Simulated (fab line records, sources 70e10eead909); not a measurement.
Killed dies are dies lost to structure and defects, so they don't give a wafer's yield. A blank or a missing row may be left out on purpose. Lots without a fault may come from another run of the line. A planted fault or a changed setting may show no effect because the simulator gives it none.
Chamber matching | flow nand_harc | NHARC_A_BONDPAD_DESCUM_11 on rie_diel-03: 4 sister chambers
The step chemistry O2, time 3 s. 14 wafers are shown with their chamber, then 7 later ones without.

WAFERS WITH THEIR CHAMBER
wafer  | chamber | drypump_motor_current_A (A) | oes_product_au (a.u.) | throttle_valve_pct (%)
L264.2 | 3       | 5.55                        | 1.000                 | 11.314
L264.3 | 0       | 5.97                        | 0.993                 | 11.320
L264.6 | 3       | 5.56                        | 0.999                 | 11.316
L265.1 | 1       | 5.64                        | 0.984                 | 11.306
L265.3 | 2       | 5.40                        | 0.995                 | 11.316
L265.4 | 0       | 5.95                        | 0.986                 | 11.292
L267.1 | 2       | 5.41                        | 0.992                 | 11.309
L267.4 | 3       | 5.56                        | 0.998                 | 11.304
L267.5 | 2       | 5.41                        | 0.998                 | 11.310
L271.2 | 0       | 5.90                        | 1.001                 | 11.320
L271.4 | 1       | 5.68                        | 0.994                 | 11.312
L271.6 | 2       | 5.40                        | 0.992                 | 11.320
L275.2 | 3       | 5.55                        | 1.016                 | 11.309
L275.4 | 0       | 5.91                        | 0.997                 | 11.314

SIGNATURES (means of the wafers above)
reading                 | chamber 0 | chamber 1 | chamber 2 | chamber 3 | scatter within a chamber
drypump_motor_current_A | 5.9325    | 5.6600    | 5.4050    | 5.5550    | 0.0207
oes_product_au          | 0.99425   | 0.98900   | 0.99425   | 1.00325   | 0.00645
throttle_valve_pct      | 11.31150  | 11.30900  | 11.31375  | 11.31075  | 0.00846
Rule: a wafer's distance from a chamber is the root of the sum, over the readings, of the square of ((its reading less the chamber's mean) divided by the reading's scatter). The wafer belongs to the nearest chamber; if the next one is less than 2 further off, it can't be placed. The scatter: the root of (the sum of the squares of (reading less its chamber's mean) over the shown wafers, divided by (wafers less chambers)).

WAFERS WITHOUT THEIR CHAMBER
wafer  | drypump_motor_current_A (A) | oes_product_au (a.u.) | throttle_valve_pct (%)
L275.6 | 5.66                        | 0.994                 | 11.307
L286.3 | 5.68                        | 0.994                 | 11.310
L286.4 | 5.56                        | 1.003                 | 11.321
L286.6 | 5.41                        | 0.999                 | 11.317
L285.2 | 5.52                        | 0.995                 | 11.315
L285.5 | 5.41                        | 1.001                 | 11.323
L285.6 | 5.52                        | 0.993                 | 11.322

WHICH CHAMBER EACH WENT THROUGH
wafer  | from the rows above | in truth
L275.6 | 1                   | 1
L286.3 | 1                   | 1
L286.4 | 3                   | 3
L286.6 | 2                   | 2
L285.2 | 3                   | 3
L285.5 | 2                   | 2
L285.6 | 3                   | 3
Placed correctly: 7 of 7. Can't be placed from these rows: 0. Placed wrongly: 0.
